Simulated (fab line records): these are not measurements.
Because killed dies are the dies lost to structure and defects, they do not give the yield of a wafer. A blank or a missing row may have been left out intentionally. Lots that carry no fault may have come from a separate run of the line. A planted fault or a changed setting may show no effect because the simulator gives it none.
Matching of chambers -- flow n5-finfet -- 4 sister chambers for N5_BEOL_M3_ALD_98 on ald-sin-02
The step deposits SiO2, target thk 2.5 nm, pulse time 1 s, co reactant pulse time 1 s. 8 wafers are shown with their chamber, then 9 later ones without.

## WAFERS PAIRED WITH THEIR CHAMBERS
wafer,chamber,heater-power-w (W),precursor-pulse-height-rel
L077.3,2,78,0.981
L080.3,2,77,0.991
L080.4,3,92,1.025
L079.1,3,91,0.983
L083.2,1,74,1.011
L084.1,0,75,1.010
L084.5,0,78,0.983
L084.6,1,72,1.007

## WAFERS WITH NO CHAMBER GIVEN
wafer,heater-power-w (W),precursor-pulse-height-rel
L086.1,77,0.981
L086.5,76,1.021
L086.6,72,0.963
L093.1,79,0.978
L093.2,91,1.006
L093.5,93,1.021
L095.1,77,0.972
L095.3,95,1.026
L095.5,95,0.985

## THE CHAMBER EACH PASSED THROUGH
wafer,from the rows above,in truth
L086.1,can't be placed: 2 or 0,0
L086.5,can't be placed: 0 or 2 or 1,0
L086.6,can't be placed: 1 or 0 or 2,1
L093.1,can't be placed: 2 or 0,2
L093.2,3,3
L093.5,3,3
L095.1,can't be placed: 2 or 0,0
L095.3,3,3
L095.5,3,3
4 of 9 placed correctly. Unplaceable from these rows: 5, with the true chamber sitting among the candidates in 5. Wrongly placed: 0.
How it was worked out, from the rows above alone: a wafer's distance from a chamber is the root of the sum, over the readings, of the square of ((its reading less the chamber's mean) divided by the reading's scatter). If the next closest chamber is less than 2 further off than the closest, the wafer can't be placed; otherwise it belongs to the closest. For every chamber, the mean is computed from those of its wafers that are shown. The scatter is the square root of a quotient: the sum, over the shown wafers, of each reading's squared deviation from its chamber's mean, divided by wafers minus chambers.
